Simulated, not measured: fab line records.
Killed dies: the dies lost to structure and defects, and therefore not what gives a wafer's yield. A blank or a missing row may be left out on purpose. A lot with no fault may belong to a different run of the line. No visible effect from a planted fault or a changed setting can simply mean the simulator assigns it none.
fab line records -- flow n5_finfet
record lots=6, wafers=18, last_day=17
route steps=1938 shown SD_ACTIVATION@332 ILD0@335 BEOL_M4@1111 PASSIVATION@1936
lots untouched by any fault: they come from a run of this same line in which no faults occurred
start_h: start of the lot's first displayed wafer, in hours after the record's first day -- wait_h: how many hours have passed since the lot's step before this one -- " identical to the entry in the row above -- L1.1+2: one row covering several wafers at once -- - no value, or no start was given -- * or withheld: withheld -- < > ~ a bound
route shown NAME@n: names a module that has steps shown in the file, with the first one's number in the route -- usual: the fault-free wafers' mean and standard deviation -- same: alike in all rows -- chamber/n: place in a boat -- sites: each site's reading -- _std_site: their standard deviation -- _edge_site: inner sites' mean taken away from outer sites' mean -- radius_mm: how far each site lies from the wafer's centre -- mask NAME#n: copy n -- behind: the most recent tool/chamber to have shaped the wafer -- hold: reason for holding the lot/hours on hold/outcome of the hold -- device: transistor that didn't switch, given as n, p or np -- end of line: tests of these same wafers at the route's end -- a step without rows: its recipe alone -- killed: the dies lost at the first sort to structure and to defects; this is not the yield of the wafer -- map: shows each die of a wafer: x if killed, . if not, _ if none is there
set.NAME: setting as actually run; set.NAME@STEP: the setting as run at that earlier step -- model.NAME: the simulator's own value behind a step, which no gauge read
lots seen at some steps along the route; tables by step, rows by wafer
services: a tool's chamber out of use, with start hour (start_h, from the record's first day; less than 0 if before it), hours out, and reason
## steps
# step N5_SD_ACTIVATION_RS_MEAS_03
# recipe thk_meas_gauge=four-point-probe
# usual RS_SD_N=21.97/0.28, RS_SD_P=56.2/1.1
lot.wafer,tool,chamber,start_h,wait_h,RS_SD_N[ohm/sq],RS_SD_P[ohm/sq]
L608.1,film_metro-02,-,60.22,0.2,21.50,55.7
L608.2,film_metro-02,-,60.22,0.2,21.81,55.1
L608.4,film_metro-02,-,60.22,0.2,21.89,55.3
L617.1,film_metro-02,-,112.50,0.2,21.85,57.5
L617.3,film_metro-02,-,112.50,0.2,22.00,57.8
L617.5,film_metro-02,-,112.50,0.2,21.92,57.7
L622.1,film_metro-01,-,143.27,0.2,21.97,55.5
L622.3,film_metro-01,-,143.27,0.2,21.67,55.7
L622.6,film_metro-01,-,143.27,0.2,21.86,54.6
L623.2,film_metro-02,-,149.78,0.2,21.38,56.3
L623.3,film_metro-02,-,149.78,0.2,21.83,56.6
L623.4,film_metro-02,-,149.78,0.2,21.77,56.6
L626.2,film_metro-01,-,167.50,0.2,21.84,56.3
L626.5,film_metro-01,-,167.50,0.2,21.82,58.0
L626.6,film_metro-01,-,167.50,0.2,22.00,56.7
L629.1,film_metro-02,-,186.88,0.2,21.26,56.0
L629.2,film_metro-02,-,186.88,0.2,21.46,55.7
L629.4,film_metro-02,-,186.88,0.2,21.77,56.1
# step N5_SD_ACTIVATION_INSPECT_02
# recipe inspect_instrument=darkfield, mode=post_anneal
# usual raw_defect_count=181/39
lot.wafer,tool,chamber,start_h,wait_h,raw_defect_count
L608.1,defect_inspect-02,-,60.54,0.2,175
L608.2,defect_inspect-02,-,60.54,0.2,224
L608.4,defect_inspect-02,-,60.54,0.2,175
L617.1,defect_inspect-02,-,112.82,0.2,184
L617.3,defect_inspect-02,-,112.82,0.2,184
L617.5,defect_inspect-02,-,112.82,0.2,219
L622.1,defect_inspect-01,-,143.60,0.2,167
L622.3,defect_inspect-01,-,143.60,0.2,212
L622.6,defect_inspect-01,-,143.60,0.2,193
L623.2,defect_inspect-01,-,150.08,0.1,181
L623.3,defect_inspect-01,-,150.08,0.1,167
L623.4,defect_inspect-01,-,150.08,0.1,204
L626.2,defect_inspect-01,-,167.80,0.1,133
L626.5,defect_inspect-01,-,167.80,0.1,139
L626.6,defect_inspect-01,-,167.80,0.1,142
L629.1,defect_inspect-02,-,187.21,0.2,142
L629.2,defect_inspect-02,-,187.21,0.2,258
L629.4,defect_inspect-02,-,187.21,0.2,155
# step N5_ILD0_LINER_00
# recipe material=SiNx, target_thk_a=40, temp_c=400, ald_precursor_family=SiH2I2, ald_co_reactant=N2/H2-plasma, pulse_time_s=1, purge_time_s=2, co_reactant_purge_time_s=2, ald_cycles=80, pressure_torr=2
# usual heater_power_w=865/120, precursor_pulse_height_rel=0.996/0.019
# same co_reactant_purge_time_s=2
lot.wafer,tool,chamber,start_h,wait_h,heater_power_w,precursor_pulse_height_rel
L608.1,ald_sin-04,1,60.58,0.0,984,1.008
L608.2,ald_sin-04,2,60.58,0.0,872,0.990
L608.4,ald_sin-04,3,60.58,0.0,856,0.981
L617.1,ald_sin-04,0,112.86,0.0,952,1.003
L617.3,ald_sin-04,1,112.86,0.0,1016,0.997
L617.5,ald_sin-04,3,112.86,0.0,824,0.988
L622.1,ald_sin-03,3,143.63,0.0,696,0.999
L622.3,ald_sin-03,1,143.63,0.0,750,0.992
L622.6,ald_sin-03,2,143.63,0.0,1021,1.010
L623.2,ald_sin-03,1,150.40,0.3,734,1.000
L623.3,ald_sin-03,2,150.40,0.3,990,0.969
L623.4,ald_sin-03,0,150.40,0.3,953,1.010
L626.2,ald_sin-04,1,168.26,0.5,1010,1.013
L626.5,ald_sin-04,0,168.26,0.5,944,1.004
L626.6,ald_sin-04,1,168.26,0.5,999,0.982
L629.1,ald_sin-03,2,187.28,0.1,1024,1.013
L629.2,ald_sin-03,3,187.28,0.1,706,1.019
L629.4,ald_sin-03,1,187.28,0.1,736,0.994
# step N5_ILD0_FCVD_FILL_01
# recipe material=SiO2_flowable, target_thk_a=2000, temp_c=100, pressure_torr=0.8, rf_w=2000, time_s=328.3
# step N5_ILD0_CURE_02
# recipe temp_c=450, time_s=1800, ambient=steam, idle_temp_c=400, ramp_up_c_per_min=5, ramp_down_c_per_min=3, densification_p_h2o_torr=640
# step N5_ILD0_CMP_03
# recipe stop_on=SiNx, t_overpolish_s=1.9, post_cmp_clean=alkaline_brush, down_force_psi=4.1491, platen_rpm=51.796, pad_velocity_m_s=1.0306, target_thk_nm=197.38
# usual motor_current_A=12.5/1.3, overpolish_run_s=1.899/0.0096, retaining_ring_pressure_frac=1.000/0.005, time_to_endpoint_s=70/3.6
lot.wafer,tool,chamber,start_h,wait_h,motor_current_A,overpolish_run_s,retaining_ring_pressure_frac,time_to_endpoint_s
L608.2,cmp-02,0,63.01,0.1,13.4,1.898,1.009,67
L608.1,cmp-02,1,63.01,0.1,13.0,1.893,1.012,68
L608.4,cmp-02,2,63.01,0.1,14.3,1.891,1.000,68
L617.3,cmp-01,2,115.24,0.0,11.0,1.890,0.993,70
L617.1,cmp-01,1,115.24,0.0,11.0,1.899,1.004,67
L617.5,cmp-01,2,115.24,0.0,11.5,1.902,0.995,67
L622.3,cmp-02,3,146.03,0.1,14.9,1.895,1.004,72
L622.1,cmp-02,0,146.03,0.1,13.6,1.900,1.005,67
L622.6,cmp-02,2,146.03,0.1,14.0,1.901,0.995,72
L623.4,cmp-02,3,152.76,0.0,15.0,1.913,1.004,72
L623.2,cmp-02,0,152.76,0.0,13.6,1.893,1.002,70
L623.3,cmp-02,2,152.76,0.0,15.2,1.889,1.002,72
L626.2,cmp-04,3,170.67,0.1,12.1,1.914,1.002,68
L626.5,cmp-04,2,170.67,0.1,12.6,1.886,1.000,68
L626.6,cmp-04,3,170.67,0.1,12.7,1.901,1.002,73
L629.2,cmp-04,0,189.65,0.0,12.5,1.907,0.994,67
L629.4,cmp-04,2,189.65,0.0,12.8,1.916,1.009,67
L629.1,cmp-04,3,189.65,0.0,12.6,1.903,1.001,72
# step N5_ILD0_THK_MEAS_04
# usual thk_nm=197.7/1.1
lot.wafer,tool,chamber,start_h,wait_h,thk_nm
L608.1,film_metro-02,-,63.31,-,198.0
L608.2,film_metro-02,-,63.31,-,199.0
L608.4,film_metro-02,-,63.31,-,198.1
L617.1,film_metro-01,-,115.53,-,198.6
L617.3,film_metro-01,-,115.53,-,198.2
L617.5,film_metro-01,-,115.53,-,197.7
L622.1,film_metro-02,-,146.29,-,198.0
L622.3,film_metro-02,-,146.29,-,196.8
L622.6,film_metro-02,-,146.29,-,195.3
L623.2,film_metro-02,-,153.05,-,196.8
L623.3,film_metro-02,-,153.05,-,196.9
L623.4,film_metro-02,-,153.05,-,198.0
L626.2,film_metro-02,-,170.93,-,197.7
L626.5,film_metro-02,-,170.93,-,196.1
L626.6,film_metro-02,-,170.93,-,198.0
L629.1,film_metro-01,-,189.94,-,196.8
L629.2,film_metro-01,-,189.94,-,198.2
L629.4,film_metro-01,-,189.94,-,198.2
# step N5_ILD0_CMP_07
# recipe stop_on=poly-Si, material=SiO2_flowable, t_overpolish_s=1.18, post_cmp_clean=alkaline_brush, down_force_psi=4.1491, platen_rpm=51.796, pad_velocity_m_s=1.0306, target_thk_nm=138.88
# usual motor_current_A=12.5/1.4, retaining_ring_pressure_frac=1.001/0.0052
lot.wafer,tool,chamber,start_h,wait_h,motor_current_A,retaining_ring_pressure_frac
L608.2,cmp-04,0,63.34,0.0,12.3,0.996
L608.4,cmp-04,1,63.34,0.0,12.1,1.007
L608.1,cmp-04,2,63.34,0.0,12.8,0.998
L617.1,cmp-01,2,115.56,0.0,11.8,1.004
L617.3,cmp-01,1,115.56,0.0,10.5,0.994
L617.5,cmp-01,3,115.56,0.0,10.8,1.003
L622.1,cmp-04,3,146.36,0.1,12.3,0.996
L622.3,cmp-04,0,146.36,0.1,12.9,1.002
L622.6,cmp-04,2,146.36,0.1,12.5,1.008
L623.4,cmp-04,1,153.08,0.0,12.1,1.004
L623.2,cmp-04,2,153.08,0.0,12.1,1.000
L623.3,cmp-04,3,153.08,0.0,11.8,0.989
L626.2,cmp-02,0,171.03,0.1,13.3,0.991
L626.5,cmp-02,2,171.03,0.1,13.7,1.001
L626.6,cmp-02,3,171.03,0.1,15.3,1.002
L629.4,cmp-01,2,189.97,0.0,11.6,1.005
L629.1,cmp-01,3,189.97,0.0,11.3,1.002
L629.2,cmp-01,0,189.97,0.0,12.1,1.001
# step N5_ILD0_THK_MEAS_08
# usual thk_nm=139.3/1.1
lot.wafer,tool,chamber,start_h,wait_h,thk_nm
L608.1,film_metro-02,-,63.63,-,140.0
L608.2,film_metro-02,-,63.63,-,140.0
L608.4,film_metro-02,-,63.63,-,140.6
L617.1,film_metro-02,-,115.85,-,139.4
L617.3,film_metro-02,-,115.85,-,137.9
L617.5,film_metro-02,-,115.85,-,138.0
L622.1,film_metro-02,-,146.62,-,140.2
L622.3,film_metro-02,-,146.62,-,138.0
L622.6,film_metro-02,-,146.62,-,138.8
L623.2,film_metro-02,-,153.38,-,139.5
L623.3,film_metro-02,-,153.38,-,140.6
L623.4,film_metro-02,-,153.38,-,139.0
L626.2,film_metro-02,-,171.25,-,139.7
L626.5,film_metro-02,-,171.25,-,141.4
L626.6,film_metro-02,-,171.25,-,141.8
L629.1,film_metro-02,-,190.26,-,137.7
L629.2,film_metro-02,-,190.26,-,139.5
L629.4,film_metro-02,-,190.26,-,137.4
# step N5_ILD0_PRECLEAN_10
# recipe chemistry=NF3:NH3, afs_cycles=5, time_s=20, temp_c=30, sublimation_temp_c=180, sublimation_time_s=60, pressure_torr=3, rf_power_w=30
# step N5_ILD0_ALD_15
# recipe material=SiNx, target_thk_a=240, temp_c=400, ald_precursor_family=SiH2I2, ald_co_reactant=N2/H2-plasma, pulse_time_s=1, ald_cycles=480, purge_time_s=2, co_reactant_purge_time_s=2, pressure_torr=2
# usual heater_power_w=863/110, precursor_pulse_height_rel=1.001/0.02
# same co_reactant_purge_time_s=2
lot.wafer,tool,chamber,start_h,wait_h,heater_power_w,precursor_pulse_height_rel
L608.1,ald_sin-04,1,64.35,0.6,960,1.009
L608.2,ald_sin-04,3,64.35,0.6,830,1.022
L608.4,ald_sin-04,2,64.35,0.6,848,0.995
L617.1,ald_sin-04,0,116.57,0.6,959,1.011
L617.3,ald_sin-04,1,116.57,0.6,1023,1.000
L617.5,ald_sin-04,3,117.66,1.2,847,0.990
L622.1,ald_sin-04,1,147.39,0.6,1000,1.006
L622.3,ald_sin-04,2,147.39,0.6,875,1.011
L622.6,ald_sin-04,1,148.48,1.2,1014,1.044
L623.2,ald_sin-03,0,154.88,1.2,968,1.008
L623.3,ald_sin-03,3,154.88,1.2,685,0.987
L623.4,ald_sin-03,1,154.88,1.2,746,1.008
L626.2,ald_sin-04,3,171.97,0.5,838,0.973
L626.5,ald_sin-04,0,173.05,1.2,933,1.012
L626.6,ald_sin-04,3,173.05,1.2,833,1.020
L629.1,ald_sin-01,0,191.10,0.7,762,0.987
L629.2,ald_sin-01,2,191.10,0.7,939,1.011
L629.4,ald_sin-01,1,191.10,0.7,735,1.016
# step N5_ILD0_CMP_12
# recipe stop_on=poly-Si, material=SiNx, t_overpolish_s=6, post_cmp_clean=alkaline_brush, down_force_psi=2.5, platen_rpm=51.8, pad_velocity_m_s=1.0307, target_thk_nm=17.67
# usual motor_current_A=9.3/0.93, overpolish_run_s=6.000/0.0091, retaining_ring_pressure_frac=0.999/0.0051, time_to_endpoint_s=30.8/2.8
lot.wafer,tool,chamber,start_h,wait_h,motor_current_A,overpolish_run_s,retaining_ring_pressure_frac,time_to_endpoint_s
L608.2,cmp-02,0,66.55,1.1,9.7,5.986,0.996,29.9
L608.1,cmp-02,1,66.55,1.1,9.1,6.007,0.991,30.7
L608.4,cmp-02,2,66.55,1.1,10.2,5.997,0.994,31.1
L617.3,cmp-04,0,118.77,1.1,9.4,5.988,0.997,29.3
L617.1,cmp-04,1,118.77,1.1,8.8,6.007,1.000,29.9
L617.5,cmp-04,0,118.77,1.1,9.4,5.997,0.997,32.7
L622.1,cmp-02,2,149.59,1.1,10.1,6.020,1.001,31.0
L622.3,cmp-02,3,149.59,1.1,10.8,5.996,1.001,63.5
L622.6,cmp-02,2,149.59,1.1,10.6,5.978,1.006,63.1
L623.3,cmp-02,0,157.08,1.1,9.5,6.006,1.000,59.6
L623.4,cmp-02,2,157.08,1.1,10.3,6.003,0.997,32.0
L623.2,cmp-02,3,157.08,1.1,11.0,5.992,0.999,65.0
L626.2,cmp-01,1,174.24,1.2,8.1,5.990,0.997,25.5
L626.5,cmp-01,3,174.24,1.2,8.4,5.994,1.006,25.8
L626.6,cmp-01,0,174.24,1.2,8.4,6.002,0.997,32.0
L629.4,cmp-01,2,193.31,1.1,7.7,5.998,1.003,31.0
L629.2,cmp-01,0,193.31,1.1,8.5,6.000,1.009,34.3
L629.1,cmp-01,1,193.31,1.1,7.9,5.998,0.994,27.9
# step N5_ILD0_THK_MEAS_13
# usual thk_nm=18.6/1
lot.wafer,tool,chamber,start_h,wait_h,thk_nm
L608.1,film_metro-02,-,66.84,-,17.1
L608.2,film_metro-02,-,66.84,-,17.7
L608.4,film_metro-02,-,66.84,-,17.4
L617.1,film_metro-01,-,119.07,-,18.8
L617.3,film_metro-01,-,119.07,-,18.3
L617.5,film_metro-01,-,119.07,-,16.1
L622.1,film_metro-01,-,149.88,-,20.3
L622.3,film_metro-01,-,149.88,-,20.5
L622.6,film_metro-01,-,149.88,-,20.4
L623.2,film_metro-02,-,157.37,-,20.3
L623.3,film_metro-02,-,157.37,-,19.3
L623.4,film_metro-02,-,157.37,-,19.0
L626.2,film_metro-01,-,174.47,-,17.1
L626.5,film_metro-01,-,174.47,-,17.0
L626.6,film_metro-01,-,174.47,-,19.2
L629.1,film_metro-02,-,193.60,-,18.1
L629.2,film_metro-02,-,193.60,-,20.1
L629.4,film_metro-02,-,193.60,-,17.6
# step N5_BEOL_M4_RC_MEAS_101
# usual DIBL_N=36.0/2.5, DIBL_P=36.7/3, IOFF_N=0.16/0.043, IOFF_P=0.21/0.049, ION_N=673/15, ION_P=461/9.8, SS_N=71.5/0.83, SS_P=73.4/0.83, VT_N=250/4, VT_P=-251/4
lot.wafer,tool,chamber,start_h,wait_h,DIBL_N[mV/V],DIBL_P[mV/V],IOFF_N[nA/um],IOFF_P[nA/um],ION_N[uA/um],ION_P[uA/um],SS_N[mV/dec],SS_P[mV/dec],VT_N[mV],VT_P[mV]
L608.1,prober-01,0,161.06,0.0,33.5,35.1,0.15,0.20,670,457,71.6,72.9,249,-252
L608.2,prober-01,0,161.06,0.0,30.2,30.2,0.10,0.14,653,455,70.8,71.9,257,-255
L608.4,prober-01,0,161.06,0.0,37.3,40.7,0.24,0.30,703,473,72.1,75.0,245,-243
L617.1,prober-01,0,218.09,0.0,34.3,36.4,0.15,0.18,674,454,71.6,73.0,250,-254
L617.3,prober-01,0,218.09,0.0,32.8,33.3,0.11,0.14,651,447,70.3,73.1,253,-252
L617.5,prober-01,0,218.09,0.0,34.3,35.7,0.14,0.17,658,453,71.0,73.5,251,-254
L622.1,prober-01,0,243.35,0.0,35.8,35.2,0.14,0.22,662,460,71.2,72.4,251,-250
L622.3,prober-01,0,243.35,0.0,36.8,36.6,0.16,0.24,666,466,72.1,74.7,251,-244
L622.6,prober-01,0,243.35,0.0,38.0,38.2,0.19,0.26,680,469,71.3,73.8,247,-247
L623.2,prober-01,0,266.77,0.2,37.9,40.2,0.20,0.28,682,472,72.1,74.6,247,-245
L623.3,prober-01,0,266.77,0.2,36.3,37.5,0.17,0.23,667,457,71.5,73.8,250,-246
L623.4,prober-01,0,266.77,0.2,34.1,35.2,0.13,0.19,667,459,71.5,73.1,253,-251
L626.2,prober-02,0,296.29,0.2,33.6,34.7,0.13,0.16,654,443,71.1,72.4,255,-254
L626.5,prober-02,0,296.29,0.2,34.3,36.4,0.14,0.18,678,463,70.8,72.9,253,-253
L626.6,prober-02,0,296.29,0.2,31.0,31.9,0.10,0.12,648,441,69.8,72.7,257,-259
L629.1,prober-01,0,305.14,0.0,36.1,36.6,0.15,0.21,660,462,72.1,73.6,250,-249
L629.2,prober-01,0,305.14,0.0,34.3,34.1,0.12,0.18,654,453,72.2,72.7,252,-251
L629.4,prober-01,0,305.14,0.0,39.4,41.6,0.26,0.32,713,488,73.3,74.2,240,-244
# step N5_PASSIVATION_PROBE_49
# usual defect_limited_yield=91.1/1.5, killed_at_M0_to_M3=37/11, killed_at_M4_up=13/5.6, killed_at_contacts=12/5.6, killed_at_front_end=39/11, killed_at_other=4/3.1, killed_dies=105/18, killed_open=69/13, killed_short=35/7.4, sort_bin_5_function=5.1/0.92, sort_bin_6_memory=3.4/0.76, sort_bin_8_speed=0.02/0.11, sort_n_pass=1075/18, sort_yield_pct=91.1/1.5
# same gross_dies=1180, killed_at_back_side=0, sort_bin_4_leakage[%]=0
lot.wafer,tool,chamber,start_h,wait_h,defect_limited_yield[%],killed_at_M0_to_M3,killed_at_M4_up,killed_at_contacts,killed_at_front_end,killed_at_other,killed_dies,killed_open,killed_short,sort_bin_5_function[%],sort_bin_6_memory[%],sort_bin_8_speed[%],sort_n_pass,sort_yield_pct[%]
L626.2,prober-02,-,410.08,0.1,92.4,28,18,11,31,2,90,65,25,3.9,3.5,0,1090,92.4
L626.5,prober-02,-,410.23,0.2,92.2,22,10,19,37,4,92,60,32,3.8,3.8,0,1088,92.2
L626.6,prober-02,-,410.28,0.3,91.7,31,11,12,42,2,98,65,32,6.0,2.3,0.34,1078,91.4
# killed by level:class
L626.2 STI_FIN_REVEAL:geometric_particle:open=9 BEOL_M2:geometric_particle:open=8 BEOL_M4:geometric_particle:open=8 MOL_CONTACT_COAG:geometric_particle:open=6 BEOL_M3:geometric_particle:open=6 MOL_CONTACT_COAG:geometric_particle:short=5 FIN_SAQP:geometric_particle:open=4 BEOL_M0_SAQP:geometric_particle:open=4
L626.5 MOL_CONTACT_COAG:geometric_particle:open=15 BEOL_M3:geometric_particle:open=8 ILD0:geometric_particle:open=7 FIN_SAQP:geometric_particle:short=5 BEOL_M4:geometric_particle:open=5 STI_FIN_REVEAL:geometric_particle:open=4 ILD0:geometric_particle:short=4 GATE_CUT:geometric_particle:short=4
L626.6 MOL_CONTACT_COAG:geometric_particle:open=12 BEOL_M3:geometric_particle:open=12 STI_FIN_REVEAL:geometric_particle:open=9 BEOL_M2:geometric_particle:open=7 BEOL_M3:geometric_particle:short=7 BEOL_M4:geometric_particle:open=6 STARTING-WAFER:geometric_particle:short=5 STI_FIN_REVEAL:geometric_particle:short=4
## services
tool,chamber,start_h,hours,kind
ald_sin-03,-,42.67,4.3,pm
cmp-02,-,50.19,1.1,repair
cmp-02,-,54.90,4.0,pm
cmp-02,-,58.90,-,consumable_replace:conditioner
cmp-02,-,58.90,-,consumable_replace:pad
cmp-01,-,62.05,0.9,repair
ald_sin-01,-,85.25,14.0,pm
ald_sin-01,0,85.25,14.0,vent_cycle
ald_sin-01,1,85.25,14.0,vent_cycle
cmp-04,-,103.02,4.0,pm
cmp-04,-,107.02,-,consumable_replace:conditioner
cmp-04,-,107.02,-,consumable_replace:pad
cmp-01,-,118.43,9.1,pm
ald_sin-01,-,145.61,14.6,pm
ald_sin-01,0,163.64,3.5,repair
ald_sin-04,-,179.19,14.0,pm
ald_sin-04,0,179.19,14.0,vent_cycle
ald_sin-04,1,179.19,14.0,vent_cycle
ald_sin-04,2,179.19,14.0,vent_cycle
ald_sin-04,3,179.19,14.0,vent_cycle
ald_sin-04,0,193.19,-,clean
ald_sin-04,1,193.19,-,clean
ald_sin-04,2,193.19,-,clean
ald_sin-04,3,193.19,-,clean
## key
first_sign step=N5_ILD0_CMP_12, reading=time_to_endpoint_s, direction=up, sigmas=11, usual=*, struck=*
effect none on later readings
met_at N5_ILD0_CMP_12
struck_wafers L622.3,L622.6,L623.2,L623.3
onset_between 66.55 149.59
fault kind=process_parameter_drift, tool=cmp-02, chamber=-, onset_h=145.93, steps=N5_ILD0_CMP_12, channel=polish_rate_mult, offset=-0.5, shape=step, end_h=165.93, scope=struck_wafers_only
